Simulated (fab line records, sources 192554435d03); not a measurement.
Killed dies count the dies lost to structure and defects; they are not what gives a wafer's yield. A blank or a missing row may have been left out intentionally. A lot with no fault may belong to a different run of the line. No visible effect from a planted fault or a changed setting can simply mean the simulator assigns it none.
Matching of chambers + flow n5_finfet + 4 sister chambers for N5_GATE_CUT_STRIP_41 on rie_diel-02
The step strips in CF4. 4 wafers are shown with their chamber, then 10 later ones without.

## EACH WAFER AND ITS CHAMBER
| wafer  | chamber | drypump_motor_current_A (A) |
|--------|---------|-----------------------------|
| L081.5 | 1       | 5.9                         |
| L085.5 | 3       | 4.8                         |
| L089.1 | 0       | 6.0                         |
| L089.4 | 2       | 5.6                         |

## WAFERS WITH NO CHAMBER GIVEN
| wafer  | drypump_motor_current_A (A) |
|--------|-----------------------------|
| L089.6 | 5.6                         |
| L090.1 | 4.8                         |
| L090.4 | 6.0                         |
| L090.5 | 5.6                         |
| L091.1 | 5.5                         |
| L091.4 | 6.0                         |
| L091.5 | 6.0                         |
| L094.1 | 4.8                         |
| L094.5 | 5.6                         |
| L094.6 | 5.9                         |

## THE CHAMBER EACH PASSED THROUGH
| wafer  | from the rows above | in truth |
|--------|---------------------|----------|
| L089.6 | 2                   | 2        |
| L090.1 | 3                   | 3        |
| L090.4 | 0                   | 0        |
| L090.5 | 2                   | 2        |
| L091.1 | 2                   | 2        |
| L091.4 | 0                   | 0        |
| L091.5 | 0                   | 0        |
| L094.1 | 3                   | 3        |
| L094.5 | 2                   | 2        |
| L094.6 | 1                   | 1        |
10 of 10 placed correctly. From these rows, 0 cannot be placed. 0 placed wrongly.
How it was worked out, from the rows above alone: a wafer's distance from a chamber is the root of the sum, over the readings, of the square of ((its reading less the chamber's mean) divided by the reading's scatter). The wafer belongs to the nearest chamber; if the next one is less than 2 further off, it can't be placed. Each chamber's mean is taken over the wafers shown for it. The scatter: root of mean squared gap, hidden wafer to nearest shown wafer, with one shown wafer a chamber.
